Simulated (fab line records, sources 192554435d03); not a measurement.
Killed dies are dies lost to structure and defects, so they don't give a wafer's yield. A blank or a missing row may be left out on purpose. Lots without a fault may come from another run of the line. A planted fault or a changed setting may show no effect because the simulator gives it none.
Problem report in the 8D (eight disciplines) form, filled by code | flow n5_finfet | the parts of the form that need people (team, actions taken, sign-off) are left out

1. THE PROBLEM
spin_speed_rpm at N5_BEOL_M2_COAT_73 reads a mean of 1709.6 rpm on 6 wafers of 2 lots; wafers without a fault read 1500.0 rpm with a standard deviation of 0.93. That is +99 or more standard deviations from the usual mean.
The step: time 60 s, resist thk 5 nm.
First seen on wafer L431.2, day 10 23:14, on litho_track-02. The record holds 18 wafers of 6 lots with a number at this step. Rule for "out", or "out of limits": more than 4 standard deviations from the usual mean. The other wafers with a number count as sound.

2. WHAT IT IS AND WHAT IT IS NOT
question                    | is                     | is not
which readings at this step | spin_speed_rpm         | heater_power_total_W
which lots                  | L431, L432             | L415, L429, L434, L435
which wafers of those lots  | all that have a number | -
read on which tools         | litho_track-02         | litho_track-01, litho_track-05
when                        | from day 10 23:14      | up to then (6 sound wafers); but 6 sound wafers of L434, L435 came after

3. SUSPECTS, AND WHAT RULES EACH OUT
Counting: a tool at a process step up to the reading stays a suspect if it ran every lot that is out and no sound lot after the first of them.
- cvd_co-01 at N5_BEOL_M1_PRE_CLEAN_60 (time 15 s): ruled out as a lasting fault. Sound lots L435 ran on it after its first lot that is out, L431 (day 10 21:56).
- cvd_co-01 at N5_BEOL_M1_CO_CAP_55 (material Co, precursor CCTBA/H2, target thk 2 nm, time 102.1 s): ruled out as a lasting fault. Sound lots L435 ran on it after its first lot that is out, L431 (day 10 21:58).
- litho_track-02 at N5_BEOL_M2_COAT_73 (time 60 s, resist thk 5 nm): kept. It ran every lot that is out, first L431 (day 10 23:14), and no sound lot after that; its last sound lot up to then is L429 (day 10 21:24). Its own readings are out on those wafers: spin_speed_rpm.
Left after counting: litho_track-02 at N5_BEOL_M2_COAT_73.

4. THE CAUSE (what the simulator had put in)
Process parameter drift: litho_track-02, from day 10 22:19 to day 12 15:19, at N5_BEOL_M2_COAT_73. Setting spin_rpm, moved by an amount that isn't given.
Counting left only this tool.

5. THE CHAIN OF EFFECTS, in route order
Each row: a reading whose mean over the struck wafers that have a number lies more than 3 standard deviations from the usual. Only readings for which the record gives a usual standard deviation are gone through. hours: the time from each lot's start at the first step in this table that gives one to its start at this step, as a median over the lots. sigmas: the change in usual standard deviations.
hours | step               | reading        | usual      | on struck wafers | change | sigmas
0     | N5_BEOL_M2_COAT_73 | spin_speed_rpm | 1500.0 rpm | 1709.6           | +209.6 | +99 or more
The process steps in it:
- N5_BEOL_M2_COAT_73: time 60 s, resist thk 5 nm.
Later measuring or inspecting steps at which every struck wafer that the step has a row for has a number for every such reading, and none has moved that far: N5_BEOL_M2_CD_MEAS_11, N5_BEOL_M2_OVL_MEAS_12, N5_BEOL_M2_INSPECT_13, N5_BEOL_M4_RC_MEAS_101.

6. WHAT WOULD HAVE CAUGHT IT SOONER
In this record the first reading out of limits was taken at day 10 23:14, 1 hour after the fault began at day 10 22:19.
